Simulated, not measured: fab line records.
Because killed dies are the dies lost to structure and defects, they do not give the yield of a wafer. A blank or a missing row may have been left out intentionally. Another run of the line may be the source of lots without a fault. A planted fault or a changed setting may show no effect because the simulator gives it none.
Which of the tools did it? | flow n5-finfet | 72 wafers from 24 lots sampled at 5 of the route's 1938 steps

WHAT THE GAUGES SHOWED, per wafer
N5_FIN_CUT_CD_MEAS_08: target cd 29.1 nm. Usual: 29.03 nm for cd-nm, sd 0.25.
lot  | measured    | on        | cd-nm (nm)        | flag
L074 | day 2 02:17 | cd-sem-03 | 29.36 29.28 29.38 |
L075 | day 2 08:45 | cd-sem-01 | 28.93 29.28 28.63 |
L076 | day 2 21:05 | cd-sem-02 | 28.96 29.07 28.99 |
L077 | day 2 21:23 | cd-sem-01 | 29.08 29.16 29.30 |
L078 | day 3 02:45 | cd-sem-02 | 28.97 29.02 28.84 |
L079 | day 3 09:59 | cd-sem-02 | 28.94 28.78 28.92 |
L080 | day 3 15:01 | cd-sem-02 | 28.94 28.85 28.78 |
L081 | day 3 21:33 | cd-sem-03 | 28.73 29.42 28.98 |
L082 | day 4 03:05 | cd-sem-03 | 28.74 28.99 28.96 |
L083 | day 4 09:39 | cd-sem-02 | 28.82 29.20 28.86 |
L084 | day 4 16:16 | cd-sem-02 | 28.87 29.56 29.31 |
L085 | day 4 23:05 | cd-sem-01 | 29.42 28.69 29.08 |
L086 | day 5 04:14 | cd-sem-02 | 28.80 29.60 28.83 |
L087 | day 5 09:09 | cd-sem-03 | 28.64 28.87 28.60 |
L088 | day 5 15:32 | cd-sem-02 | 28.94 29.11 29.24 |
L089 | day 5 22:06 | cd-sem-01 | 29.17 29.13 28.82 |
L090 | day 6 03:55 | cd-sem-02 | 29.02 28.87 29.05 |
L091 | day 6 09:27 | cd-sem-03 | 29.32 29.12 29.23 |
L092 | day 6 15:23 | cd-sem-01 | 29.24 29.26 29.54 |
L093 | day 6 22:50 | cd-sem-02 | 28.97 29.27 29.25 |
L094 | day 7 03:29 | cd-sem-02 | 29.26 28.88 29.06 |
L095 | day 7 09:02 | cd-sem-01 | 28.87 29.05 29.20 |
L096 | day 7 15:32 | cd-sem-02 | 29.43 29.36 28.96 |
L097 | day 7 22:19 | cd-sem-03 | 28.70 28.62 28.40 |

WHICH TOOL RAN EACH LOT (tool, then ch and the chambers of the sampled wafers, then the start)
lot  | N5_ZERO_LAYER_ETCH_17             | N5_FIN_SAQP_ALD_61               | N5_FIN_SAQP_HM_DEP_03          | N5_FIN_SAQP_SPACER1_ETCHBACK_25
L074 | rie-diel-01 ch 0,3, day 1 12:43   | ald-sin-04 ch 0,1, day 1 19:56   | pecvd-01 ch 0, day 1 20:27     | rie-diel-02 ch 2,3, day 1 23:31
L075 | rie-diel-06 ch 1,2, day 1 18:43   | ald-sin-04 ch 0,1,3, day 2 02:45 | pecvd-01 ch 0,1, day 2 03:11   | rie-diel-03 ch 1,2,3, day 2 05:58
L076 | rie-diel-01 ch 2,3, day 2 01:08   | ald-sin-04 ch 2,3, day 2 09:03   | pecvd-03 ch 0,1, day 2 09:43   | rie-diel-03 ch 2,3, day 2 18:09
L077 | rie-diel-06 ch 0,2,3, day 2 08:10 | ald-sin-04 ch 0,2,3, day 2 15:26 | pecvd-04 ch 0,2, day 2 15:51   | rie-diel-02 ch 1,2,3, day 2 18:34
L078 | rie-diel-01 ch 1,3, day 2 12:43   | ald-sin-03 ch 0,1,3, day 2 20:06 | pecvd-04 ch 1,2, day 2 20:31   | rie-diel-04 ch 0,1,3, day 2 23:33
L079 | rie-diel-01 ch 1,2,3, day 2 18:50 | ald-sin-04 ch 0,2,3, day 3 03:13 | pecvd-01 ch 0,1, day 3 03:39   | rie-diel-02 ch 0,2,3, day 3 07:06
L080 | rie-diel-06 ch 0,1,2, day 3 00:50 | ald-sin-03 ch 0,2,3, day 3 08:51 | pecvd-03 ch 0,1,2, day 3 09:16 | rie-diel-04 ch 1,3, day 3 12:14
L081 | rie-diel-06 ch 0,2,3, day 3 06:53 | ald-sin-03 ch 0,2,3, day 3 15:11 | pecvd-04 ch 1,2, day 3 15:36   | rie-diel-03 ch 1,2,3, day 3 18:45
L082 | rie-diel-01 ch 1,3, day 3 12:52   | ald-sin-04 ch 1,2, day 3 20:58   | pecvd-04 ch 0,1,2, day 3 21:23 | rie-diel-02 ch 0,1,3, day 4 00:17
L083 | rie-diel-01 ch 0,2, day 3 18:52   | ald-sin-01 ch 1,2, day 4 03:46   | pecvd-04 ch 0,1, day 4 04:10   | rie-diel-02 ch 0,1,2, day 4 06:51
L084 | rie-diel-06 ch 0,2, day 4 00:51   | ald-sin-03 ch 1,2, day 4 08:39   | pecvd-01 ch 0,1,2, day 4 09:04 | rie-diel-02 ch 1,2, day 4 13:26
L085 | rie-diel-05 ch 0,1,2, day 4 06:43 | ald-sin-03 ch 0,2,3, day 4 14:30 | pecvd-04 ch 1,2, day 4 14:55   | rie-diel-02 ch 1,2,3, day 4 17:41
L086 | rie-diel-05 ch 0,1,2, day 4 12:50 | ald-sin-01 ch 0,2,3, day 4 21:44 | pecvd-03 ch 0,1, day 4 22:09   | rie-diel-02 ch 0,1,3, day 5 01:32
L087 | rie-diel-01 ch 1,2, day 4 18:43   | ald-sin-01 ch 0,1, day 5 02:56   | pecvd-01 ch 0,1, day 5 03:22   | rie-diel-02 ch 0,3, day 5 06:09
L088 | rie-diel-01 ch 0,1,2, day 5 00:43 | ald-sin-03 ch 0,2,3, day 5 09:25 | pecvd-01 ch 0,1, day 5 09:51   | rie-diel-04 ch 1,2,3, day 5 12:43
L089 | rie-diel-01 ch 1,2, day 5 06:50   | ald-sin-04 ch 1,3, day 5 14:38   | pecvd-03 ch 1,2, day 5 15:04   | rie-diel-04 ch 1,2,3, day 5 18:18
L090 | rie-diel-05 ch 0,1,3, day 5 12:43 | ald-sin-03 ch 1,2,3, day 5 22:00 | pecvd-01 ch 0,1, day 5 22:32   | rie-diel-02 ch 0,1,2, day 6 01:09
L091 | rie-diel-01 ch 0,1, day 5 18:45   | ald-sin-01 ch 0,2,3, day 6 03:01 | pecvd-03 ch 0,1,2, day 6 03:59 | rie-diel-02 ch 1,2, day 6 06:41
L092 | rie-diel-05 ch 0,1,2, day 6 00:43 | ald-sin-04 ch 1,3, day 6 08:32   | pecvd-01 ch 0,1, day 6 08:58   | rie-diel-03 ch 0,3, day 6 11:55
L093 | rie-diel-01 ch 0,3, day 6 06:49   | ald-sin-04 ch 0,1,2, day 6 14:42 | pecvd-04 ch 0,1, day 6 15:07   | rie-diel-02 ch 0,1,3, day 6 19:42
L094 | rie-diel-01 ch 0,2,3, day 6 12:44 | ald-sin-04 ch 0,3, day 6 20:37   | pecvd-04 ch 0,1,2, day 6 21:02 | rie-diel-02 ch 0,1,2, day 7 00:09
L095 | rie-diel-01 ch 0,3, day 6 18:43   | ald-sin-04 ch 0,3, day 7 02:07   | pecvd-04 ch 0,1,2, day 7 02:32 | rie-diel-02 ch 1,2, day 7 05:26
L096 | rie-diel-06 ch 1,2, day 7 01:04   | ald-sin-04 ch 0,1,2, day 7 09:41 | pecvd-04 ch 0,1, day 7 10:05   | rie-diel-02 ch 0,1, day 7 12:54
L097 | rie-diel-06 ch 0,2, day 7 06:43   | ald-sin-04 ch 1,2,3, day 7 15:02 | pecvd-04 ch 0,2, day 7 15:27   | rie-diel-04 ch 0,3, day 7 19:13
- N5_ZERO_LAYER_ETCH_17: etches SiO2 in CF4, target depth 12 nm, time 13.3 s.
- N5_FIN_SAQP_ALD_61: deposits SiO2, target thk 4 nm, pulse time 1 s, purge time 2 s.
- N5_FIN_SAQP_HM_DEP_03: deposits SiNx from SiH4/NH3/N2, target thk 38 nm, time 33.6 s.
- N5_FIN_SAQP_SPACER1_ETCHBACK_25: etches SiO2 in CHF3/O2, target depth 24.4 nm, time 12.2 s.

AS READ BY THE TOOLS THEMSELVES (means over the sampled wafers that have a number; for cases with no such wafer, the mark the record gives instead)
N5_ZERO_LAYER_ETCH_17. Usual: cf4-flow-sccm 100.0 sccm, standard deviation 0.32; drypump-motor-current-A 5.80 A, standard deviation 0.25; oes-product-au 0.79 a.u., standard deviation 0.07; rf-vpp-V 950 V, standard deviation 4.3; showerhead-plenum-p-Torr 2.16 Torr, standard deviation 0.071; throttle-valve-pct 15.59 %, standard deviation 0.23.
lot  | tool        | cf4-flow-sccm (sccm) | drypump-motor-current-A (A) | oes-product-au (a.u.) | rf-vpp-V (V) | showerhead-plenum-p-Torr (Torr) | throttle-valve-pct (%) | flag
L074 | rie-diel-01 | 99.6                 | 5.78                        | 0.80                  | 951          | 2.18                            | 15.50                  |
L075 | rie-diel-06 | 99.8                 | 6.19                        | 0.78                  | 945          | 2.06                            | 15.49                  |
L076 | rie-diel-01 | 100.3                | 5.80                        | 0.74                  | 952          | 2.22                            | 15.71                  |
L077 | rie-diel-06 | 100.0                | 5.76                        | 0.83                  | 952          | 2.20                            | 15.62                  |
L078 | rie-diel-01 | 99.9                 | 5.94                        | 0.78                  | 953          | 2.21                            | 15.62                  |
L079 | rie-diel-01 | 100.1                | 5.89                        | 0.79                  | 953          | 2.20                            | 15.64                  |
L080 | rie-diel-06 | 100.0                | 6.06                        | 0.78                  | 947          | 2.12                            | 15.56                  |
L081 | rie-diel-06 | 99.9                 | 5.77                        | 0.82                  | 952          | 2.20                            | 15.63                  |
L082 | rie-diel-01 | 100.1                | 6.01                        | 0.83                  | 951          | 2.18                            | 15.57                  |
L083 | rie-diel-01 | 99.8                 | 5.66                        | 0.85                  | 949          | 2.13                            | 15.35                  |
L084 | rie-diel-06 | 100.1                | 5.97                        | 0.77                  | 948          | 2.13                            | 15.62                  |
L085 | rie-diel-05 | 99.9                 | 5.53                        | 0.73                  | 947          | 2.10                            | 15.87                  |
L086 | rie-diel-05 | 99.9                 | 5.55                        | 0.73                  | 947          | 2.10                            | 15.87                  |
L087 | rie-diel-01 | 99.7                 | 5.95                        | 0.82                  | 952          | 2.18                            | 15.60                  |
L088 | rie-diel-01 | 99.8                 | 5.81                        | 0.82                  | 950          | 2.15                            | 15.48                  |
L089 | rie-diel-01 | 100.0                | 5.95                        | 0.82                  | 951          | 2.18                            | 15.59                  |
L090 | rie-diel-05 | 99.9                 | 5.57                        | 0.79                  | 946          | 2.09                            | 15.64                  |
L091 | rie-diel-01 | 100.3                | 5.95                        | 0.86                  | 948          | 2.14                            | 15.40                  |
L092 | rie-diel-05 | 100.0                | 5.55                        | 0.72                  | 946          | 2.10                            | 15.90                  |
L093 | rie-diel-01 | 100.0                | 5.78                        | 0.75                  | 950          | 2.17                            | 15.55                  |
L094 | rie-diel-01 | 99.9                 | 5.73                        | 0.76                  | 950          | 2.17                            | 15.57                  |
L095 | rie-diel-01 | 100.3                | 5.72                        | 0.80                  | 947          | 2.13                            | 15.36                  |
L096 | rie-diel-06 | 100.1                | 6.19                        | 0.77                  | 942          | 2.05                            | 15.56                  |
L097 | rie-diel-06 | 99.9                 | 5.93                        | 0.76                  | 951          | 2.18                            | 15.69                  |

N5_FIN_SAQP_ALD_61. Usual: heater-power-w 456 W, standard deviation 56; precursor-pulse-height-rel 0.999, standard deviation 0.019.
lot  | tool       | heater-power-w (W) | precursor-pulse-height-rel | flag
L074 | ald-sin-04 | 435                | 1.015                      |
L075 | ald-sin-04 | 415                | 0.985                      |
L076 | ald-sin-04 | 531                | 0.984                      |
L077 | ald-sin-04 | 457                | 1.003                      |
L078 | ald-sin-03 | 441                | 1.000                      |
L079 | ald-sin-04 | 463                | 1.007                      |
L080 | ald-sin-03 | 430                | 0.982                      |
L081 | ald-sin-03 | 431                | 0.986                      |
L082 | ald-sin-04 | 513                | 1.005                      |
L083 | ald-sin-01 | 455                | 0.993                      |
L084 | ald-sin-03 | 466                | 0.991                      |
L085 | ald-sin-03 | 439                | 0.987                      |
L086 | ald-sin-01 | 444                | 1.003                      |
L087 | ald-sin-01 | 439                | 1.017                      |
L088 | ald-sin-03 | 438                | 1.000                      |
L089 | ald-sin-04 | 465                | 0.986                      |
L090 | ald-sin-03 | 445                | 1.016                      |
L091 | ald-sin-01 | 436                | 1.006                      |
L092 | ald-sin-04 | 459                | 0.995                      |
L093 | ald-sin-04 | 480                | 0.997                      |
L094 | ald-sin-04 | 405                | 0.990                      |
L095 | ald-sin-04 | 408                | 1.010                      |
L096 | ald-sin-04 | 484                | 1.012                      |
L097 | ald-sin-04 | 483                | 1.012                      |

N5_FIN_SAQP_HM_DEP_03. Usual: heater-power-w 821 W, standard deviation 120; showerhead-plenum-p-Torr 5.15 Torr, standard deviation 0.077; throttle-valve-pct 40.7 %, standard deviation 2.6.
lot  | tool     | heater-power-w (W) | showerhead-plenum-p-Torr (Torr) | throttle-valve-pct (%) | flag
L074 | pecvd-01 | 783                | 5.22                            | 41.2                   |
L075 | pecvd-01 | 838                | 5.19                            | 41.9                   |
L076 | pecvd-03 | 680                | 5.22                            | 40.1                   |
L077 | pecvd-04 | 807                | 5.03                            | 38.0                   |
L078 | pecvd-04 | 821                | 5.11                            | 38.6                   |
L079 | pecvd-01 | 858                | 5.17                            | 42.7                   |
L080 | pecvd-03 | 736                | 5.20                            | 39.4                   |
L081 | pecvd-04 | 858                | 5.10                            | 38.5                   |
L082 | pecvd-04 | 828                | 5.10                            | 39.9                   |
L083 | pecvd-04 | 785                | 5.10                            | 40.6                   |
L084 | pecvd-01 | 889                | 5.17                            | 41.7                   |
L085 | pecvd-04 | 823                | 5.11                            | 38.8                   |
L086 | pecvd-03 | 692                | 5.21                            | 40.4                   |
L087 | pecvd-01 | 880                | 5.20                            | 42.3                   |
L088 | pecvd-01 | 904                | 5.17                            | 43.1                   |
L089 | pecvd-03 | 689                | 5.17                            | 38.8                   |
L090 | pecvd-01 | 942                | 5.17                            | 42.8                   |
L091 | pecvd-03 | 722                | 5.21                            | 39.7                   |
L092 | pecvd-01 | 798                | 5.20                            | 42.3                   |
L093 | pecvd-04 | 824                | 5.09                            | 40.6                   |
L094 | pecvd-04 | 839                | 5.09                            | 39.7                   |
L095 | pecvd-04 | 810                | 5.10                            | 39.6                   |
L096 | pecvd-04 | 739                | 5.15                            | 42.1                   |
L097 | pecvd-04 | 901                | 5.05                            | 37.2                   |

N5_FIN_SAQP_SPACER1_ETCHBACK_25. Usual: drypump-motor-current-A 5.6 A, standard deviation 0.41; oes_ar_750_au 0.76 a.u., standard deviation 0.072; oes-product-au 0.76 a.u., standard deviation 0.069; rf-vpp-V 522 V, standard deviation 11; showerhead-plenum-p-Torr 2.42 Torr, standard deviation 0.064; throttle-valve-pct 18.95 %, standard deviation 0.23.
lot  | tool        | drypump-motor-current-A (A) | oes_ar_750_au (a.u.) | oes-product-au (a.u.) | rf-vpp-V (V) | showerhead-plenum-p-Torr (Torr) | throttle-valve-pct (%) | flag
L074 | rie-diel-02 | 5.4                         | 0.79                 | 0.78                  | 517          | 2.48                            | 18.67                  |
L075 | rie-diel-03 | 5.3                         | 0.72                 | 0.73                  | 530          | 2.34                            | 18.92                  |
L076 | rie-diel-03 | 5.1                         | 0.74                 | 0.75                  | 534          | 2.32                            | 19.11                  |
L077 | rie-diel-02 | 5.5                         | 0.75                 | 0.74                  | 520          | 2.44                            | 18.87                  |
L078 | rie-diel-04 | 5.8                         | 0.75                 | 0.74                  | 526          | 2.46                            | 18.96                  |
L079 | rie-diel-02 | 5.7                         | 0.81                 | 0.80                  | 514          | 2.45                            | 18.84                  |
L080 | rie-diel-04 | 5.9                         | 0.73                 | 0.74                  | 539          | 2.45                            | 19.10                  |
L081 | rie-diel-03 | 5.3                         | 0.71                 | 0.71                  | 530          | 2.33                            | 18.94                  |
L082 | rie-diel-02 | 5.8                         | 0.77                 | 0.76                  | 518          | 2.41                            | 19.04                  |
L083 | rie-diel-02 | 5.7                         | 0.80                 | 0.80                  | 517          | 2.45                            | 18.94                  |
L084 | rie-diel-02 | 5.3                         | 0.77                 | 0.77                  | 519          | 2.48                            | 18.78                  |
L085 | rie-diel-02 | 5.5                         | 0.74                 | 0.73                  | 520          | 2.43                            | 18.91                  |
L086 | rie-diel-02 | 5.8                         | 0.77                 | 0.76                  | 518          | 2.40                            | 19.07                  |
L087 | rie-diel-02 | 6.1                         | 0.83                 | 0.81                  | 513          | 2.42                            | 19.04                  |
L088 | rie-diel-04 | 6.0                         | 0.71                 | 0.72                  | 528          | 2.39                            | 19.10                  |
L089 | rie-diel-04 | 6.0                         | 0.71                 | 0.72                  | 528          | 2.39                            | 19.11                  |
L090 | rie-diel-02 | 5.7                         | 0.79                 | 0.78                  | 517          | 2.45                            | 18.96                  |
L091 | rie-diel-02 | 5.3                         | 0.76                 | 0.76                  | 519          | 2.47                            | 18.79                  |
L092 | rie-diel-03 | 4.9                         | 0.75                 | 0.75                  | 542          | 2.34                            | 19.01                  |
L093 | rie-diel-02 | 5.8                         | 0.76                 | 0.74                  | 517          | 2.40                            | 19.09                  |
L094 | rie-diel-02 | 5.7                         | 0.78                 | 0.78                  | 518          | 2.44                            | 18.98                  |
L095 | rie-diel-02 | 5.4                         | 0.73                 | 0.73                  | 523          | 2.42                            | 19.01                  |
L096 | rie-diel-02 | 6.1                         | 0.81                 | 0.78                  | 515          | 2.42                            | 19.14                  |
L097 | rie-diel-04 | 5.9                         | 0.78                 | 0.77                  | 522          | 2.47                            | 18.80                  |

THE ANSWER, worked out from the rows above alone
Rule: lot off if the mean of its wafers having a number is beyond 3 standard deviations from the usual mean. Also off: a lot with no number at a reading for which 4 or more lots have one. All remaining lots with rows at the step are treated as sound. Order of review: gauges by route order, followed by the tools' own readings, for which a lot's mean as printed above is used. At the first step where some lot is off, the reading lying furthest off is the one used; lots without a number count as furthest.
Nothing can be told from this: no lot is off at any reading shown.

WHAT HAD BEEN PUT IN BY THE SIMULATOR
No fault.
